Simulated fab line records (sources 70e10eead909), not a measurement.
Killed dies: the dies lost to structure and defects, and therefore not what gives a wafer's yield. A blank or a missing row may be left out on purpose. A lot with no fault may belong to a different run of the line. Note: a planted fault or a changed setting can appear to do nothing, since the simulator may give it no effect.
Matching of chambers / flow nand_harc / NHARC_A_STAIRCASE_DEP_301 on pecvd-02: 3 sister chambers
The step deposits SiON, target thk 30 nm. 6 wafers are shown with their chamber, then 9 later ones without.

## EACH WAFER AND ITS CHAMBER
wafer=L081.4; chamber=2; rf_fwd_power_W (W)=348.4; heater_power_w (W)=700
wafer=L085.4; chamber=1; rf_fwd_power_W (W)=349.8; heater_power_w (W)=651
wafer=L085.6; chamber=0; rf_fwd_power_W (W)=345.4; heater_power_w (W)=683
wafer=L090.2; chamber=2; rf_fwd_power_W (W)=349.8; heater_power_w (W)=628
wafer=L090.3; chamber=0; rf_fwd_power_W (W)=347.6; heater_power_w (W)=678
wafer=L090.5; chamber=1; rf_fwd_power_W (W)=347.3; heater_power_w (W)=627

## WAFERS MISSING THEIR CHAMBER
wafer=L091.4; rf_fwd_power_W (W)=348.9; heater_power_w (W)=670
wafer=L091.5; rf_fwd_power_W (W)=348.4; heater_power_w (W)=649
wafer=L091.6; rf_fwd_power_W (W)=347.2; heater_power_w (W)=583
wafer=L093.1; rf_fwd_power_W (W)=348.9; heater_power_w (W)=671
wafer=L093.4; rf_fwd_power_W (W)=348.8; heater_power_w (W)=595
wafer=L093.6; rf_fwd_power_W (W)=348.2; heater_power_w (W)=694
wafer=L097.1; rf_fwd_power_W (W)=346.0; heater_power_w (W)=653
wafer=L097.2; rf_fwd_power_W (W)=350.5; heater_power_w (W)=665
wafer=L097.4; rf_fwd_power_W (W)=346.4; heater_power_w (W)=639

## WHICH CHAMBER EACH WENT THROUGH
wafer=L091.4; from the rows above=can't be placed: 2 or 1 or 0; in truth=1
wafer=L091.5; from the rows above=can't be placed: 1 or 2 or 0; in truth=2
wafer=L091.6; from the rows above=can't be placed: 1 or 2 or 0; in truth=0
wafer=L093.1; from the rows above=can't be placed: 2 or 1 or 0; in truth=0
wafer=L093.4; from the rows above=can't be placed: 1 or 2 or 0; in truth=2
wafer=L093.6; from the rows above=can't be placed: 2 or 0 or 1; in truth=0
wafer=L097.1; from the rows above=can't be placed: 0 or 1 or 2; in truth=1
wafer=L097.2; from the rows above=can't be placed: 2 or 1 or 0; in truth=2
wafer=L097.4; from the rows above=can't be placed: 0 or 1 or 2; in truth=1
Placed correctly: 0 of 9. Cannot be placed on the basis of these rows: 9; the candidates contain the true chamber in 9. Number placed wrongly: 0.
How it was worked out, from the rows above alone: a wafer's distance from a chamber is the root of the sum, over the readings, of the square of ((its reading less the chamber's mean) divided by the reading's scatter). If the next closest chamber is less than 2 further off than the closest, the wafer can't be placed; otherwise it belongs to the closest. The mean given for a chamber averages the wafers shown for that chamber. The scatter: take each reading less its chamber's mean, square it, sum over the shown wafers, divide by the number of wafers less the number of chambers, and take the root.
